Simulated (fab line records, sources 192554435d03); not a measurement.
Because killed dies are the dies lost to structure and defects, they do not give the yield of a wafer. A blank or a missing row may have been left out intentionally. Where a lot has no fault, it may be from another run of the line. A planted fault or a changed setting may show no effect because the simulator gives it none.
Comparing a struck lot with a sound one ; flow n5-finfet ; 14 out of 1938 route steps
Sound: wafers L149.4, L149.5, L149.6. Wafers struck: L157.1, L157.2, L157.4. Last of all comes the cause.
Each step with rows lists, per side, the tool, then ch with its chambers, then its first start. Under that, the readings that differ: sound wafers ; struck wafers ; difference of the means ; sigmas: that difference in standard deviations of wafers without a fault.
alike: same words and numbers on both sides, and readings whose means sit less than 2 such deviations apart. not compared: any withheld reading, any reading some wafer has no value for, any bound like >300 that may hide the same value, and any number with overlapping values for which the record gives no deviation.
A row with sigmas, a row that says differs or no value, or rows on one side alone: a step with any of these is where the two part. Non-overlapping numbers with no deviation appear without sigmas and do not part them. A reading that every wafer of one side lacks parts them only if that side has two wafers or more.

first, 8 steps without rows for these wafers: N5_MIM_BOT_LITHO_HMDS_01 (time 60 s); N5_MIM_BOT_LITHO_COAT_02; N5_MIM_BOT_LITHO_EBR_04; N5_MIM_BOT_LITHO_SOFTBAKE_03 (time 90 s); N5_MIM_BOT_LITHO_EXPOSE_05 (exposes mask MIM BOT); N5_MIM_BOT_LITHO_PEB_06; N5_MIM_BOT_LITHO_DEVELOP_07 (develop time 60 s); N5_MIM_BOT_LITHO_HARDBAKE_09 (time 120 s).
N5_MIM_BOT_LITHO_CD_MEAS_08 targets a cd of 3000 nm.
  sound on cd-sem-03 ch 0, day 11 19:35; struck on cd-sem-03 ch 0, day 14 02:45
reading;sound;struck;difference;sigmas
cd-nm (nm);2999.5 3001.0 3000.3;2997.0 2996.6 2997.8;-3.1;-2
N5_MIM_BOT_LITHO_OVL_MEAS_11:
  sound on overlay-02 ch 0, day 11 19:37; struck on overlay-02 ch 0, day 14 02:47
  alike: MIM_BOT_OVL
N5_MIM_BOT_LITHO_INSPECT_12: inspects for defects (macro).
  sound on defect-inspect-02 at day 11 19:38; struck on defect-inspect-01 at day 14 02:48
  alike: raw-defect-count
N5_MIM_BOT_LITHO_DESCUM_10: chemistry O2, time 7.9 s.
  sound on rie-diel-02 ch 0,2,3, day 11 19:42; struck on rie-diel-02 ch 0,2,3, day 14 02:50
reading;sound;struck;difference;sigmas
rf-hours-counter-h (h);- - -;155 141 62;no value on the sound wafers;
  alike: drypump-motor-current-A, oes-product-au, rf-vpp-V, showerhead-plenum-p-Torr, throttle-valve-pct
N5_MIM_BOT_ETCH_ETCH_04: etches SiNx in CF4/O2, target depth 26 nm, time 13 s.
  sound on rie-diel-02 ch 0,2,3, day 11 19:46; struck on rie-diel-02 ch 0,2,3, day 14 02:54
reading;sound;struck;difference;sigmas
cf4-flow-sccm (sccm);100.4 100.3 100.0;129.6 130.4 130.0;+29.8;+96
oes_o_777_au (a.u.);0.76 0.76 0.88;0.56 0.55 0.64;-0.22;-3
rf-hours-counter-h (h);- - -;155 141 62;no value on the sound wafers;
showerhead-plenum-p-Torr (Torr);2.21 2.22 2.24;2.40 2.41 2.44;+0.19;+3
throttle-valve-pct (%);15.64 16.05 16.17;16.84 17.24 17.40;+1.21;+5
model.etch.depth-nm (nm);26.13 25.7 26.05;27.1 26.45 26.94;+0.9;
  alike: bias-w, drypump-motor-current-A, oes-product-au, rf-vpp-V
N5_MIM_BOT_ETCH_ETCH_03: etches the open film in Cl2/BCl3, target depth 12 nm.
  sound on rie-metal-01 ch 0,1, day 11 19:51; struck on rie-metal-02 ch 0,1, day 14 03:00
reading;sound;struck;difference;sigmas
throttle-valve-pct (%);27.76 27.75 27.64;27.03 27.78 27.04;-0.43;-2
  alike: bcl3-flow-sccm, bias-w, drypump-motor-current-A, oes-product-au
  not compared: rf-hours-counter-h

== WHERE THEY PART ==
First at N5_MIM_BOT_LITHO_CD_MEAS_08; last, within this record, at N5_MIM_BOT_ETCH_ETCH_03.

WHY: whatever the simulator had introduced
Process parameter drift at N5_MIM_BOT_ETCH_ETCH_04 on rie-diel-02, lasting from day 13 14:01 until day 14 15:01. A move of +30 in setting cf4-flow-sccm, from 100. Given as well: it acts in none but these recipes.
